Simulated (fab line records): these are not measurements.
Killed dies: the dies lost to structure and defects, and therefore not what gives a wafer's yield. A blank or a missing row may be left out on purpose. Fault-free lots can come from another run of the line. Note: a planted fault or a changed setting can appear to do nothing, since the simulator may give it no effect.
Which tool was responsible? | flow n5Finfet | 12 lots with 36 wafers sampled at 4 steps, on a route of 1938 steps

## WHAT THE GAUGES READ, wafer by wafer
N5_BEOL_M3_RS_MEAS_58: a four-point-probe measurement.
lot  | measured     | on           | M3_RS (ohm/sq)
L075 | day 7 17:02  | filmMetro-01 | 0.64 0.61 0.62
L077 | day 7 23:22  | filmMetro-02 | 0.68 0.69 0.69
L079 | day 8 14:37  | filmMetro-02 | 0.66 0.65 0.62
L082 | day 9 06:34  | filmMetro-02 | 0.64 0.59 0.64
L083 | day 9 17:52  | filmMetro-01 | 0.65 0.67 0.65
L086 | day 9 23:58  | filmMetro-01 | 0.66 0.65 0.64
L087 | day 10 14:23 | filmMetro-02 | 0.64 0.69 0.67
L089 | day 10 18:50 | filmMetro-02 | 0.71 0.68 0.67
L091 | day 12 01:34 | filmMetro-02 | 0.69 0.63 0.66
L093 | day 12 05:26 | filmMetro-02 | 0.68 0.68 0.65
L095 | day 12 17:20 | filmMetro-02 | 0.65 0.71 0.67
L097 | day 13 01:40 | filmMetro-02 | 0.63 0.61 0.62

## EACH LOT AND THE TOOL THAT RAN IT (in order: tool; ch and the chambers of the sampled wafers; start)
lot  | N5_BEOL_M3_ANNEAL_82        | N5_BEOL_M3_ANNEAL_93        | N5_BEOL_M3_CMP_52
L075 | pvdSputter-02, day 7 14:44  | pvdSputter-02, day 7 15:37  | cmp-02 ch 0,1,2, day 7 16:28
L077 | pvdSputter-03, day 7 21:04  | pvdSputter-03, day 7 21:56  | cmp-02 ch 0,1,2, day 7 22:53
L079 | pvdSputter-01, day 8 12:20  | pvdSputter-01, day 8 13:13  | cmp-02 ch 0,1,2, day 8 14:04
L082 | pvdSputter-03, day 9 04:14  | pvdSputter-03, day 9 05:07  | cmp-01 ch 0,1,3, day 9 06:03
L083 | pvdSputter-01, day 9 15:11  | pvdSputter-01, day 9 16:04  | cmp-01 ch 0,2, day 9 17:20
L086 | pvdSputter-03, day 9 21:39  | pvdSputter-03, day 9 22:32  | cmp-01 ch 1,2,3, day 9 23:24
L087 | pvdSputter-01, day 10 11:56 | pvdSputter-01, day 10 12:49 | cmp-04 ch 1,2, day 10 13:52
L089 | pvdSputter-01, day 10 16:32 | pvdSputter-01, day 10 17:25 | cmp-04 ch 0,1,2, day 10 18:16
L091 | pvdSputter-02, day 11 23:16 | pvdSputter-02, day 12 00:09 | cmp-02 ch 2,3, day 12 01:00
L093 | pvdSputter-03, day 12 02:43 | pvdSputter-03, day 12 03:35 | cmp-04 ch 0,2,3, day 12 04:55
L095 | pvdSputter-03, day 12 15:02 | pvdSputter-03, day 12 15:55 | cmp-04 ch 0,1, day 12 16:46
L097 | pvdSputter-02, day 12 23:22 | pvdSputter-02, day 13 00:15 | cmp-01 ch 1,3, day 13 01:07
- N5_BEOL_M3_ANNEAL_82: time 240 s.
- N5_BEOL_M3_ANNEAL_93: time 240 s.
- N5_BEOL_M3_CMP_52: polishes, stops on SiOC, t overpolish 6.8 s, target thk 40 nm.

## THE ANSWER, worked out from the rows above alone
Rule: the lots themselves supply what counts as usual. Put in order of their means at a reading, lots are off if they are a third of the lots or fewer, leave a main group of 4 or more, and stand apart from it by a gap of 3 or more times the standard deviation of the main group's means; of several such gaps the widest counts. If all means in a main group match to the digits the tables above print for the reading, that group is not used. A lot without any number at a reading at which 4 lots or more have one is off too. The other lots that the step has rows for count as sound.
None of the lots is off at any reading shown; this tells nothing.

## WHAT THE SIMULATOR HAD INSERTED
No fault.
